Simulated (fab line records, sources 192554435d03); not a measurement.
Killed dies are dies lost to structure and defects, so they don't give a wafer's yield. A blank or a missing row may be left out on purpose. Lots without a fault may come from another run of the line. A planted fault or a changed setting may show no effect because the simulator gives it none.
fab line records	flow n5Finfet
record: lots: 10	wafers: 27	lastDay: 17
route steps=1938 shown FIN_CUT@163 BEOL_M4@1111 PASSIVATION@1936
lots with no fault: from the same line, run without faults
startH: hours from the record's opening day to when the first of the lot's shown wafers began	waitH: how many hours have passed since the lot's step before this one	" as in the row above	L1.1+2: one row covering several wafers at once	- no value, or no start given	* or withheld: withheld	< > ~ a bound
route shown NAME@n: names a module that has steps shown in the file, with the first one's number in the route	usual: the fault-free wafers' mean and standard deviation	same: alike in all rows	chamber/n: place in a boat	sites: each site's reading	_std_site: the values' standard deviation	_edge_site: the outer-site mean with the inner-site mean subtracted	radiusMm: for every site, how far away it sits from the centre of the wafer	mask NAME#n: copy n	behind: tool/chamber where the wafer was last shaped	hold: the reason the lot was held/the length of the hold in hours/how it ended	device: names the non-switching transistor (n, p or np)	end of line: at the end of the route, the tests of the same wafers	where a step has no rows: the recipe by itself	killed: count of dies lost to structure and defects at first sort (not the wafer's yield)	map: per-die view of a wafer (x killed, . not killed, _ where there is no die)
set.NAME: the setting that was run; set.NAME@STEP: the one run at that earlier step	model.NAME: the simulator's own value behind a step, which no gauge read
one table for each step of the route and one row for each wafer, over a sample of lots
services: when a tool's chamber went out of use (startH, in hours from the record's first day, below 0 if earlier), for how many hours, and the reason
== steps ==
step: N5_FIN_CUT_CD_MEAS_08
recipe: targetCdNm: 29.1	landingEnergyEv: 500	detector: seInlens	polarity: opening
usual: cdNm: 29.15/0.24
same: landingEnergyEv: 500
lot.wafer	tool	chamber	startH	waitH	cdNm
L777.1	cdSem-01	0	27.31	-	29.29
L777.2	"	0	"	"	29.07
L777.3	"	0	"	"	29.24
L781.2	cdSem-02	0	51.26	-	28.90
L781.4	"	0	"	"	28.89
L781.5	"	0	"	"	29.33
L782.3	cdSem-03	0	57.50	-	29.18
L782.4	"	0	"	"	29.46
L782.6	"	0	"	"	29.60
L783.1	cdSem-03	0	63.47	-	29.02
L783.4	"	0	"	"	29.38
L783.6	"	0	"	"	29.15
L786.1	cdSem-03	0	83.41	-	28.72
L786.2	"	0	"	"	29.39
L786.5	"	0	"	"	29.18
L787.1	cdSem-03	0	92.86	-	29.01
L787.5	"	0	"	"	29.37
L787.6	"	0	"	"	29.18
L790.1	cdSem-01	0	109.36	-	29.43
L790.2	"	0	"	"	29.48
L791.2	cdSem-03	0	111.87	-	29.36
L791.5	"	0	"	"	29.22
L794.1	cdSem-02	0	128.86	-	29.44
L794.3	"	0	"	"	29.19
L799.1	cdSem-02	0	158.40	-	29.16
L799.2	"	0	"	"	29.27
L799.4	"	0	"	"	29.63
step: N5_FIN_CUT_DESCUM_13
recipe: chemistry: O2	timeS: 7	sourcePowerW: 50	biasPowerW: 20	pressureMtorr: 20	rfFrequencyHz: 2.712e+07	tempC: 40	resist: CAR-EUV	o2FlowSccm: 225
usual: drypumpMotorCurrentA: 5.7/0.4	oesProductAu: 0.80/0.091	rfVppV: 243.1/1.4	showerheadPlenumPTorr: 2.10/0.071	throttleValvePct: 20.28/0.27
same: timeS: 7
lot.wafer	tool	chamber	startH	waitH	drypumpMotorCurrentA	oesProductAu	rfHoursCounterH	rfVppV	showerheadPlenumPTorr	throttleValvePct
L777.1	rieDiel-01	1	27.44	0.0	5.8	0.75	145	243.1	2.09	20.15
L777.2	"	0	"	"	5.2	0.75	126	243.9	2.17	20.26
L777.3	"	2	"	"	6.1	0.73	169	242.6	2.02	20.55
L781.2	rieDiel-01	2	51.38	0.0	6.1	0.73	179	240.3	2.01	20.56
L781.4	"	3	"	"	6.2	0.98	8	242.6	2.05	20.00
L781.5	"	0	"	"	5.2	0.75	-	244.4	2.17	20.29
L782.3	rieDiel-01	1	57.62	0.0	5.8	0.75	157	242.7	2.09	20.17
L782.4	"	2	"	"	6.1	0.74	181	240.6	2.01	20.58
L782.6	"	0	"	"	5.2	0.76	-	244.7	2.16	20.30
L783.1	rieDiel-03	1	63.59	0.0	6.0	0.84	56	246.3	2.21	19.88
L783.4	"	0	"	"	5.2	0.90	-	244.4	2.24	20.06
L783.6	"	3	"	"	5.9	0.72	-	244.8	2.16	20.75
L786.1	rieDiel-03	0	83.73	0.2	5.2	0.88	37	244.6	2.23	20.08
L786.2	"	1	"	"	6.0	0.82	63	244.9	2.20	19.91
L786.5	"	2	"	"	5.3	0.78	-	241.5	2.00	19.87
L787.1	rieDiel-01	3	92.99	0.0	6.3	0.94	21	242.2	2.05	20.05
L787.5	"	1	"	"	5.8	0.73	-	243.6	2.09	20.20
L787.6	"	0	"	"	5.2	0.74	-	245.3	2.16	20.32
L790.1	rieDiel-01	1	109.48	0.0	5.8	0.73	173	244.3	2.08	20.22
L790.2	"	2	"	"	6.1	0.72	196	242.0	2.01	20.60
L791.2	rieDiel-01	2	111.99	0.0	6.1	0.72	197	241.4	2.01	20.61
L791.5	"	3	"	"	6.2	0.93	-	242.7	2.04	20.04
L794.1	rieDiel-01	2	128.99	0.0	6.1	0.70	203	240.6	2.01	20.62
L794.3	"	1	"	"	5.8	0.72	180	241.3	2.08	20.21
L799.1	rieDiel-03	2	158.53	0.0	5.2	0.75	160	241.2	1.99	19.91
L799.2	"	3	"	"	5.9	0.69	234	244.1	2.15	20.81
L799.4	"	0	"	"	5.2	0.84	60	245.2	2.23	20.13
step: N5_FIN_CUT_STRIP_24
recipe: chemistry: CF4	resist: SiARC	powerW: 300	biasPowerW: 75	pressureMtorr: 50	cf4FlowSccm: 150	rfFrequencyHz: 6e+07
usual: drypumpMotorCurrentA: 5.7/0.4	oesProductAu: 0.79/0.086	rfVppV: 271.4/1.7	showerheadPlenumPTorr: 1.81/0.057	throttleValvePct: 13.53/0.27
lot.wafer	tool	chamber	startH	waitH	drypumpMotorCurrentA	oesProductAu	rfHoursCounterH	rfVppV	showerheadPlenumPTorr	throttleValvePct
L777.1	rieDiel-01	1	27.85	0.0	5.8	0.75	145	271.3	1.80	13.43
L777.2	"	0	"	"	5.2	0.76	126	273.1	1.87	13.58
L777.3	"	2	"	"	6.1	0.72	169	269.8	1.74	13.75
L781.2	rieDiel-01	2	51.80	0.0	6.1	0.72	180	270.3	1.74	13.75
L781.4	"	3	"	"	6.3	0.96	9	269.6	1.78	13.27
L781.5	"	0	"	"	5.2	0.75	-	271.4	1.87	13.59
L782.3	rieDiel-01	1	58.04	0.0	5.8	0.74	157	271.4	1.80	13.46
L782.4	"	2	"	"	6.1	0.72	181	269.1	1.74	13.77
L782.6	"	0	"	"	5.2	0.75	-	271.0	1.87	13.61
L783.1	rieDiel-03	1	64.01	0.0	6.0	0.83	56	272.5	1.91	13.16
L783.4	"	0	"	"	5.3	0.87	-	274.9	1.90	13.09
L783.6	"	3	"	"	5.8	0.70	-	272.6	1.85	13.93
L786.1	rieDiel-03	0	84.14	0.0	5.3	0.86	37	274.2	1.90	13.10
L786.2	"	1	"	"	6.0	0.83	63	273.5	1.91	13.17
L786.5	"	2	"	"	5.2	0.77	-	268.8	1.74	13.27
L787.1	rieDiel-01	3	93.40	0.0	6.2	0.92	21	270.4	1.77	13.30
L787.5	"	1	"	"	5.8	0.73	-	271.6	1.79	13.49
L787.6	"	0	"	"	5.2	0.74	-	273.3	1.87	13.64
L790.1	rieDiel-01	1	109.90	0.0	5.8	0.73	173	272.1	1.79	13.49
L790.2	"	2	"	"	6.1	0.71	197	269.6	1.73	13.79
L791.2	rieDiel-01	2	112.41	0.0	6.1	0.71	197	270.0	1.73	13.80
L791.5	"	3	"	"	6.2	0.91	-	270.9	1.77	13.30
L794.1	rieDiel-01	2	129.40	0.0	6.1	0.70	203	268.6	1.73	13.83
L794.3	"	1	"	"	5.8	0.72	180	270.5	1.79	13.49
L799.1	rieDiel-03	2	158.94	0.0	5.2	0.75	160	269.9	1.73	13.32
L799.2	"	3	"	"	5.9	0.68	234	271.9	1.84	14.01
L799.4	"	0	"	"	5.2	0.83	60	273.5	1.89	13.16
step: N5_FIN_CUT_PRECLEAN_35
recipe: timeS: 13.3	tempC: 45	pressureTorr: 125	pHfTorr: 3	pCoreactantTorr: 25	chemistry: vHF
usual: drypumpMotorCurrentA: 5.8/0.47	timeS: 13.3/0
lot.wafer	tool	chamber	startH	waitH	drypumpMotorCurrentA	timeS
L777.1	vaporEtch-01	0	27.98	0.0	6.4	13.3
L777.2	"	1	"	"	5.6	13.3
L777.3	"	0	"	"	6.3	13.3
L781.2	vaporEtch-01	0	51.93	0.0	6.3	13.3
L781.4	"	0	"	"	6.4	13.3
L781.5	"	1	"	"	5.6	13.3
L782.3	vaporEtch-02	0	58.19	0.1	5.7	13.3
L782.4	"	1	"	"	5.0	13.3
L782.6	"	0	"	"	5.7	13.3
L783.1	vaporEtch-01	1	64.14	0.0	5.6	13.3
L783.4	"	0	"	"	6.3	13.3
L783.6	"	0	"	"	6.4	13.3
L786.1	vaporEtch-01	0	84.28	0.0	6.4	13.3
L786.2	"	1	"	"	5.6	13.3
L786.5	"	0	"	"	6.4	13.3
L787.1	vaporEtch-01	1	93.54	0.0	5.7	13.3
L787.5	"	1	"	"	5.6	13.3
L787.6	"	0	"	"	6.3	13.3
L790.1	vaporEtch-01	0	110.03	0.0	6.4	12.545
L790.2	"	1	"	"	5.6	12.545
L791.2	vaporEtch-01	0	112.54	0.0	6.4	12.545
L791.5	"	0	"	"	6.4	13.3
L794.1	vaporEtch-01	0	129.53	0.0	6.4	12.545
L794.3	"	0	"	"	6.4	13.3
L799.1	vaporEtch-02	0	159.08	0.0	5.7	13.3
L799.2	"	1	"	"	5.0	13.3
L799.4	"	1	"	"	5.0	13.3
step: N5_BEOL_M4_RC_MEAS_101
usual: DIBL_N: 36.9/1.7	DIBL_P: 36.7/2.1	IOFF_N: 0.17/0.032	IOFF_P: 0.22/0.036	ION_N: 674/12	ION_P: 461/7	SS_N: 71.7/0.6	SS_P: 73.4/0.67	VT_N: 249/3.1	VT_P: -250/3.2
lot.wafer	tool	chamber	startH	waitH	DIBL_N[mV/V]	DIBL_P[mV/V]	IOFF_N[nA/um]	IOFF_P[nA/um]	ION_N[uA/um]	ION_P[uA/um]	SS_N[mV/dec]	SS_P[mV/dec]	VT_N[mV]	VT_P[mV]
L777.1	prober-01	0	169.52	0.0	35.5	35.5	0.14	0.18	657	448	71.7	72.8	253	-254
L777.2	"	0	"	"	36.4	36.6	0.15	0.20	674	464	71.3	73.2	254	-251
L777.3	"	0	"	"	35.7	34.9	0.14	0.18	666	456	70.9	73.1	250	-251
L781.2	prober-02	0	195.54	0.2	37.5	38.3	0.17	0.21	668	460	71.6	73.6	250	-252
L781.4	"	0	"	"	40.4	42.5	0.24	0.28	691	463	72.7	75.5	242	-248
L781.5	"	0	"	"	37.1	38.5	0.16	0.21	678	461	72.3	73.6	250	-251
L783.1	prober-01	0	196.96	0.0	38.8	41.7	0.23	0.27	694	468	72.2	74.3	245	-251
L783.4	"	0	"	"	36.9	38.2	0.18	0.21	676	452	71.8	73.9	250	-252
L783.6	"	0	"	"	37.5	38.4	0.19	0.21	683	456	71.6	74.3	248	-254
L782.3	prober-02	0	197.64	0.4	38.0	40.4	0.20	0.27	687	469	72.1	73.6	244	-246
L782.4	"	0	"	"	35.7	36.3	0.16	0.20	670	464	71.7	72.8	248	-251
L782.6	"	0	"	"	37.3	39.3	0.18	0.26	671	463	72.3	73.7	248	-248
L786.1	prober-01	0	221.92	0.0	34.8	34.7	0.15	0.20	662	461	71.6	72.5	251	-249
L786.2	"	0	"	"	34.6	34.8	0.13	0.21	657	454	70.7	71.8	253	-252
L786.5	"	0	"	"	35.2	35.8	0.15	0.23	673	464	71.5	72.8	251	-249
L787.1	prober-01	0	248.61	0.0	38.3	37.3	0.18	0.23	684	461	72.0	73.8	250	-252
L787.5	"	0	"	"	40.4	39.3	0.24	0.27	692	472	72.4	74.3	246	-249
L787.6	"	0	"	"	38.5	36.5	0.20	0.22	680	458	72.6	74.3	248	-250
L790.1	prober-02	0	249.66	0.0	34.9	35.1	0.13	0.16	673	455	70.6	73.0	251	-256
L790.2	"	0	"	"	35.7	34.9	0.14	0.16	672	454	71.3	73.2	253	-256
L791.2	prober-01	0	249.86	0.2	38.3	38.9	0.21	0.27	691	467	71.7	74.6	247	-247
L791.5	"	0	"	"	38.2	39.0	0.21	0.26	691	470	71.4	74.2	246	-248
L794.1	prober-02	0	270.93	0.0	38.5	38.0	0.19	0.24	676	466	71.9	73.7	248	-249
L794.3	"	0	"	"	35.0	34.8	0.13	0.20	654	458	71.2	72.8	252	-252
L799.1	prober-02	0	295.20	0.0	37.5	38.7	0.20	0.28	681	473	72.4	74.4	244	-247
L799.2	"	0	"	"	38.9	40.3	0.23	0.30	696	471	72.0	74.2	245	-243
L799.4	"	0	"	"	35.0	35.1	0.14	0.22	660	468	71.2	73.2	251	-249
step: N5_PASSIVATION_PROBE_49
usual: defectLimitedYield: 91.7/1.5	killed_at_M0_to_M3: 32/9.6	killed_at_M4_up: 13/5.3	killedAtContacts: 12/6.8	killedAtFrontEnd: 36/9.8	killedAtOther: 4/3.1	killedDies: 98/17	killedOpen: 65/13	killedShort: 32/8.5	sort_bin_5_function: 4.9/0.93	sort_bin_6_memory: 3.2/0.67	sortNPass: 1082/17	sortYieldPct: 91.7/1.4
same: grossDies: 1180	killedAtBackSide: 0	sort_bin_4_leakage[%]: 0	sort_bin_8_speed[%]: 0
lot.wafer	tool	chamber	startH	waitH	defectLimitedYield[%]	killed_at_M0_to_M3	killed_at_M4_up	killedAtContacts	killedAtFrontEnd	killedAtOther	killedDies	killedOpen	killedShort	sort_bin_5_function[%]	sort_bin_6_memory[%]	sortNPass	sortYieldPct[%]
L777.1	prober-01	-	272.12	0.0	92.8	33	10	14	28	0	85	63	21	4.7	2.4	1095	92.8
L777.2	prober-01	-	272.17	0.1	91.0	34	6	27	37	2	106	71	34	4.6	4.4	1074	91.0
L777.3	prober-01	-	272.22	0.1	91.3	42	7	15	37	2	103	64	38	5.3	3.1	1077	91.3
L781.2	prober-01	-	293.20	0.1	89.7	46	16	14	41	4	121	82	38	5.3	4.6	1059	89.7
L781.4	prober-01	-	293.30	0.2	90.5	31	14	7	54	6	112	80	31	5.3	3.9	1068	90.5
L781.5	prober-01	-	293.35	0.2	91.7	36	13	16	31	2	98	65	31	5.1	3.0	1082	91.7
L782.3	prober-01	-	294.73	0.1	93.6	29	15	16	13	3	76	56	18	3.5	2.8	1104	93.6
L782.4	prober-01	-	294.78	0.2	92.7	32	10	12	28	4	86	53	32	4.6	2.5	1094	92.7
L782.6	prober-01	-	294.88	0.3	91.4	36	10	6	44	5	101	78	23	5.0	3.5	1079	91.4
L783.1	prober-01	-	306.38	0.0	91.1	17	15	13	45	15	105	68	35	5.7	3.0	1075	91.1
L783.4	prober-01	-	306.53	0.2	90.0	44	11	16	41	6	118	81	37	5.6	3.8	1062	90.0
L783.6	prober-01	-	306.63	0.3	92.2	20	19	14	35	4	92	57	35	4.2	3.2	1088	92.2
L786.1	prober-01	-	318.32	0.0	89.1	39	11	11	65	3	129	88	41	6.4	4.0	1051	89.1
L786.2	prober-01	-	318.37	0.1	90.6	38	12	17	41	3	111	79	30	5.4	3.5	1069	90.6
L786.5	prober-01	-	318.52	0.2	93.1	35	6	8	30	2	81	62	18	4.4	2.4	1099	93.1
L791.2	prober-01	-	346.18	0.1	91.6	30	18	8	37	6	99	63	33	5.3	2.8	1081	91.6
L791.5	prober-01	-	346.33	0.2	93.0	22	19	5	34	3	83	53	30	3.6	2.9	1097	93.0
L790.1	prober-02	-	351.38	0.0	90.2	38	29	14	35	0	116	76	33	6.1	2.9	1064	90.2
L790.2	prober-02	-	351.43	0.1	92.2	27	21	3	40	1	92	62	28	4.7	2.9	1088	92.2
L787.1	prober-02	-	359.15	0.0	92.2	36	6	6	38	6	92	52	38	3.7	3.6	1088	92.2
L787.5	prober-02	-	359.35	0.2	91.8	32	16	14	33	2	97	58	39	4.8	3.1	1083	91.8
L787.6	prober-02	-	359.40	0.3	90.7	31	17	15	40	7	110	68	36	5.3	3.3	1070	90.7
L794.1	prober-01	-	374.44	0.0	93.9	22	9	3	34	4	72	49	20	3.8	2.2	1108	93.9
L794.3	prober-01	-	374.54	0.1	92.9	30	20	5	28	1	84	55	27	4.7	2.2	1096	92.9
L799.1	prober-02	-	395.78	0.0	90.9	40	16	12	31	8	107	73	34	5.2	3.6	1073	90.9
L799.2	prober-02	-	395.83	0.1	89.1	45	15	14	46	9	129	84	45	6.9	3.6	1051	89.1
L799.4	prober-02	-	395.93	0.2	88.1	40	19	19	52	10	140	85	55	7.3	4.1	1040	88.1
killed by level:class
L777.1 BEOL_M0_SAQP:geometricParticle:open=14 STI_FIN_REVEAL:geometricParticle:open=12 MOL_CONTACT_COAG:geometricParticle:open=12 BEOL_M0_SAQP:geometricParticle:short=8 FIN_SAQP:geometricParticle:short=5 BEOL_M3:geometricParticle:open=5 FIN_SAQP:geometricParticle:open=4 BEOL_M1:geometricParticle:open=3
L777.2 MOL_CONTACT_COAG:geometricParticle:open=21 BEOL_M0_SAQP:geometricParticle:open=10 STI_FIN_REVEAL:geometricParticle:open=9 GATE_CUT:geometricParticle:short=7 BEOL_M3:geometricParticle:open=7 MOL_CONTACT_COAG:geometricParticle:short=6 DUMMY_GATE:geometricParticle:open=4 BEOL_M0_SAQP:geometricParticle:short=4
L777.3 BEOL_M0_SAQP:geometricParticle:short=15 MOL_CONTACT_COAG:geometricParticle:open=13 BEOL_M0_SAQP:geometricParticle:open=11 FIN_SAQP:geometricParticle:short=8 STI_FIN_REVEAL:geometricParticle:open=7 DUMMY_GATE:geometricParticle:open=7 FIN_SAQP:geometricParticle:open=6 BEOL_M3:geometricParticle:open=6
L781.2 BEOL_M2:geometricParticle:open=15 GATE_CUT:geometricParticle:short=11 MOL_CONTACT_COAG:geometricParticle:open=11 BEOL_M3:geometricParticle:open=9 BEOL_M1:geometricParticle:open=8 FIN_SAQP:geometricParticle:open=4 FIN_CUT:geometricParticle:short=4 GATE_CUT:geometricParticle:open=4
L781.4 FIN_SAQP:geometricParticle:open=15 BEOL_M3:geometricParticle:open=10 GATE_CUT:geometricParticle:short=9 BEOL_M2:geometricParticle:open=9 FIN_SAQP:geometricParticle:short=8 BEOL_M4:geometricParticle:open=6 BEOL_M5:geometricParticle:open=5 STI_FIN_REVEAL:geometricParticle:open=5
L781.5 MOL_CONTACT_COAG:geometricParticle:open=13 BEOL_M2:geometricParticle:open=9 FIN_SAQP:geometricParticle:open=8 BEOL_M4:geometricParticle:open=8 FIN_SAQP:geometricParticle:short=6 BEOL_M3:geometricParticle:short=5 BEOL_M3:geometricParticle:open=5 STARTING-WAFER:geometricParticle:open=5
L782.3 MOL_CONTACT_COAG:geometricParticle:open=14 BEOL_M0_SAQP:geometricParticle:short=9 BEOL_M4:geometricParticle:open=7 BEOL_M0_SAQP:geometricParticle:open=6 BEOL_M2:geometricParticle:open=5 BEOL_M1:geometricParticle:open=4 BEOL_M3:geometricParticle:open=4 GATE_CUT:geometricParticle:short=3
L782.4 BEOL_M0_SAQP:geometricParticle:short=9 STI_FIN_REVEAL:geometricParticle:open=8 MOL_CONTACT_COAG:geometricParticle:short=8 BEOL_M2:geometricParticle:open=8 BEOL_M0_SAQP:geometricParticle:open=6 DUMMY_GATE:geometricParticle:open=5 MOL_CONTACT_COAG:geometricParticle:open=4 BEOL_M1:geometricParticle:open=4
L782.6 STI_FIN_REVEAL:geometricParticle:open=20 BEOL_M2:geometricParticle:open=11 BEOL_M0_SAQP:geometricParticle:open=7 FIN_SAQP:geometricParticle:open=5 MOL_CONTACT_COAG:geometricParticle:open=5 BEOL_M0_SAQP:geometricParticle:short=4 BEOL_M1:geometricParticle:open=4 BEOL_M3:geometricParticle:open=4
L783.1 FIN_SAQP:geometricParticle:open=13 FIN_SAQP:geometricParticle:short=9 MOL_CONTACT_COAG:geometricParticle:open=9 STI_FIN_REVEAL:geometricParticle:open=8 BEOL_M3:geometricParticle:open=8 GATE_CUT:geometricParticle:short=4 MOL_CONTACT_COAG:geometricParticle:short=4 BEOL_M0_SAQP:geometricParticle:short=4
L783.4 MOL_CONTACT_COAG:geometricParticle:open=14 BEOL_M0_SAQP:geometricParticle:short=12 BEOL_M0_SAQP:geometricParticle:open=10 STI_FIN_REVEAL:geometricParticle:open=10 DUMMY_GATE:geometricParticle:open=8 BEOL_M3:geometricParticle:open=8 BEOL_M1:geometricParticle:open=6 STARTING-WAFER:geometricParticle:short=6
L783.6 STI_FIN_REVEAL:geometricParticle:open=11 MOL_CONTACT_COAG:geometricParticle:open=11 BEOL_M4:geometricParticle:open=9 FIN_SAQP:geometricParticle:short=8 BEOL_M3:geometricParticle:open=5 FIN_SAQP:geometricParticle:open=4 BEOL_M4:geometricParticle:short=4 DUMMY_GATE:geometricParticle:open=3
L786.1 FIN_SAQP:geometricParticle:open=30 FIN_SAQP:geometricParticle:short=21 BEOL_M1:geometricParticle:open=13 MOL_CONTACT_COAG:geometricParticle:open=10 BEOL_M0_SAQP:geometricParticle:open=10 BEOL_M2:geometricParticle:open=9 DUMMY_GATE:geometricParticle:short=4 BEOL_M8:geometricParticle:open=4
L786.2 MOL_CONTACT_COAG:geometricParticle:open=15 BEOL_M3:geometricParticle:open=15 FIN_SAQP:geometricParticle:open=13 STI_FIN_REVEAL:geometricParticle:open=8 FIN_SAQP:geometricParticle:short=7 BEOL_M2:geometricParticle:open=7 BEOL_M0_SAQP:geometricParticle:open=6 BEOL_M1:geometricParticle:open=4
L786.5 BEOL_M1:geometricParticle:open=12 FIN_SAQP:geometricParticle:open=9 MOL_CONTACT_COAG:geometricParticle:open=8 BEOL_M2:geometricParticle:open=7 STI_FIN_REVEAL:geometricParticle:open=6 BEOL_M0_SAQP:geometricParticle:short=5 BEOL_M3:geometricParticle:open=5 GATE_CUT:geometricParticle:short=4
L791.2 STI_FIN_REVEAL:geometricParticle:open=18 BEOL_M0_SAQP:geometricParticle:short=12 FIN_SAQP:geometricParticle:short=8 MOL_CONTACT_COAG:geometricParticle:open=6 BEOL_M0_SAQP:geometricParticle:open=5 BEOL_M2:geometricParticle:open=5 FIN_SAQP:geometricParticle:open=4 BEOL_M3:geometricParticle:open=4
L791.5 STI_FIN_REVEAL:geometricParticle:open=10 BEOL_M4:geometricParticle:open=8 FIN_SAQP:geometricParticle:short=6 BEOL_M1:geometricParticle:open=6 BEOL_M2:geometricParticle:open=6 MOL_CONTACT_COAG:geometricParticle:open=5 FIN_SAQP:geometricParticle:open=4 BEOL_M0_SAQP:geometricParticle:short=4
L790.1 BEOL_M4:geometricParticle:open=16 MOL_CONTACT_COAG:geometricParticle:open=12 BEOL_M3:geometricParticle:open=10 FIN_SAQP:geometricParticle:open=7 BEOL_M0_SAQP:geometricParticle:short=6 BEOL_M1:geometricParticle:open=5 BEOL_M2:geometricParticle:open=5 HKMG_FIN:areaEtch=5
L790.2 FIN_SAQP:geometricParticle:short=11 BEOL_M3:geometricParticle:open=10 FIN_SAQP:geometricParticle:open=8 DUMMY_GATE:geometricParticle:open=7 BEOL_M0_SAQP:geometricParticle:short=6 BEOL_M7:geometricParticle:open=5 BEOL_M1:geometricParticle:open=5 BEOL_M4:geometricParticle:open=4
L787.1 BEOL_M0_SAQP:geometricParticle:open=13 FIN_SAQP:geometricParticle:short=9 BEOL_M0_SAQP:geometricParticle:short=9 FIN_SAQP:geometricParticle:open=7 STI_FIN_REVEAL:geometricParticle:open=7 GATE_CUT:geometricParticle:short=7 MOL_CONTACT_COAG:geometricParticle:open=6 BEOL_M0:geometricParticle:open=4
L787.5 MOL_CONTACT_COAG:geometricParticle:open=10 BEOL_M0_SAQP:geometricParticle:short=7 BEOL_M4:geometricParticle:open=7 FIN_SAQP:geometricParticle:short=6 BEOL_M0:geometricParticle:open=6 GATE_CUT:geometricParticle:open=6 FIN_SAQP:geometricParticle:open=5 BEOL_M0_SAQP:geometricParticle:open=5
L787.6 MOL_CONTACT_COAG:geometricParticle:open=13 BEOL_M2:geometricParticle:open=10 BEOL_M4:geometricParticle:open=10 GATE_CUT:geometricParticle:short=8 GATE_CUT:geometricParticle:open=7 HKMG_FIN:areaEtch=6 BEOL_M0:geometricParticle:open=5 BEOL_M0_SAQP:geometricParticle:short=4
L794.1 FIN_SAQP:geometricParticle:open=6 BEOL_M3:geometricParticle:open=6 STI_FIN_REVEAL:geometricParticle:open=6 GATE_CUT:geometricParticle:short=5 BEOL_M1:geometricParticle:open=5 BEOL_M4:geometricParticle:open=5 BEOL_M3:geometricParticle:short=4 STARTING-WAFER:geometricParticle:open=4
L794.3 STI_FIN_REVEAL:geometricParticle:open=10 BEOL_M4:geometricParticle:open=9 BEOL_M0:geometricParticle:short=8 BEOL_M1:geometricParticle:open=6 BEOL_M5:geometricParticle:open=6 MOL_CONTACT_COAG:geometricParticle:open=5 FIN_SAQP:geometricParticle:short=5 BEOL_M0_SAQP:geometricParticle:open=4
L799.1 BEOL_M0_SAQP:geometricParticle:short=12 MOL_CONTACT_COAG:geometricParticle:open=11 BEOL_M0_SAQP:geometricParticle:open=10 FIN_SAQP:geometricParticle:open=7 BEOL_M3:geometricParticle:open=5 BEOL_M4:geometricParticle:open=5 STI_FIN_REVEAL:geometricParticle:open=4 STARTING-WAFER:geometricParticle:open=4
L799.2 MOL_CONTACT_COAG:geometricParticle:open=13 FIN_SAQP:geometricParticle:short=12 BEOL_M0_SAQP:geometricParticle:open=11 BEOL_M3:geometricParticle:open=10 FIN_SAQP:geometricParticle:open=8 BEOL_M0_SAQP:geometricParticle:short=8 BEOL_M1:geometricParticle:open=5 BEOL_M2:geometricParticle:open=5
L799.4 FIN_SAQP:geometricParticle:open=16 MOL_CONTACT_COAG:geometricParticle:open=16 FIN_SAQP:geometricParticle:short=14 BEOL_M0_SAQP:geometricParticle:short=11 BEOL_M3:geometricParticle:open=10 BEOL_M0_SAQP:geometricParticle:open=9 BEOL_M4:geometricParticle:open=6 BEOL_M4:geometricParticle:short=5
== services ==
tool	chamber	startH	hours	kind
rieDiel-01	2	5.12	6.2	repair
vaporEtch-01	-	8.34	0.2	repair
rieDiel-01	3	11.93	-	clean
rieDiel-01	3	11.93	-	consumableReplace:focusRing
rieDiel-01	3	11.93	18.2	scheduledDown
rieDiel-01	3	11.93	18.2	ventCycle
vaporEtch-02	1	14.54	6.1	repair
rieDiel-03	-	32.50	14.6	pm
rieDiel-03	2	48.78	2.7	repair
rieDiel-03	2	62.74	8.3	repair
vaporEtch-02	-	127.05	2.8	pm
== key ==
firstSign: step: N5_FIN_CUT_PRECLEAN_35	reading: timeS	direction: down	sigmas: 99+	usual: *	struck: *
effect none on later readings
metAt N5_FIN_CUT_PRECLEAN_35
struckLots L790,L791,L794
struckWafers L790.1,L790.2,L791.2,L794.1
notActingAt N5_FIN_CUT_CD_MEAS_08,N5_FIN_CUT_DESCUM_13,N5_FIN_CUT_STRIP_24
onsetBetween 93.54 110.03
fault: kind: processParameterDrift	tool: vaporEtch-01	chamber: -	onsetH: 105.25	steps: N5_FIN_CUT_PRECLEAN_35	channel: timeS	offset: *	shape: step	endH: 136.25	scope: struckWafersOnly	stated: *
